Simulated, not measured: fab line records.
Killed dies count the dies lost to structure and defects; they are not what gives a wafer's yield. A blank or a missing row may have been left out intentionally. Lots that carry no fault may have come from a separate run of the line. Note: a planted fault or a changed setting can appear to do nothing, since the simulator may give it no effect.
Chamber matching | flow nandHarc | rieSi-05 running NHARC_A_CHANNEL_FILL_D1_ETCHBACK_19: 4 sister chambers
The step etches the open film in HBr/Cl2, target depth 5 nm, time 1.7 s. 8 wafers are shown with their chamber, then 9 later ones without.

== WAFERS PAIRED WITH THEIR CHAMBERS ==
wafer  | chamber | drypumpMotorCurrentA (A) | oesProductAu (a.u.)
L076.6 | 1       | 6.0                      | 1.007
L082.2 | 3       | 5.5                      | 1.001
L087.1 | 0       | 5.7                      | 0.983
L087.4 | 2       | 6.6                      | 1.008
L087.6 | 2       | 6.7                      | 1.013
L090.2 | 3       | 5.5                      | 0.997
L090.3 | 0       | 5.7                      | 0.984
L090.6 | 1       | 6.0                      | 0.988

== WAFERS WHOSE CHAMBER IS MISSING ==
wafer  | drypumpMotorCurrentA (A) | oesProductAu (a.u.)
L093.2 | 5.5                      | 1.003
L093.3 | 5.7                      | 0.984
L093.6 | 5.7                      | 0.988
L096.2 | 6.1                      | 0.985
L096.3 | 5.5                      | 0.997
L096.4 | 6.6                      | 1.015
L095.3 | 5.5                      | 0.983
L095.5 | 5.7                      | 0.988
L095.6 | 5.5                      | 0.982

== WHICH CHAMBER EACH ONE RAN IN ==
wafer  | from the rows above | in truth
L093.2 | 3                   | 3
L093.3 | 0                   | 0
L093.6 | 0                   | 0
L096.2 | 1                   | 1
L096.3 | 3                   | 3
L096.4 | 2                   | 2
L095.3 | 3                   | 3
L095.5 | 0                   | 0
L095.6 | 3                   | 3
Placed correctly: 9 of 9. Left unplaced by these rows: 0. Number placed wrongly: 0.
How it was worked out, from the rows above alone: a wafer's distance from a chamber is the root of the sum, over the readings, of the square of ((its reading less the chamber's mean) divided by the reading's scatter). If the next closest chamber is less than 2 further off than the closest, the wafer can't be placed; otherwise it belongs to the closest. For every chamber, the mean is computed from those of its wafers that are shown. The scatter is the square root of a quotient: the sum, over the shown wafers, of each reading's squared deviation from its chamber's mean, divided by wafers minus chambers.
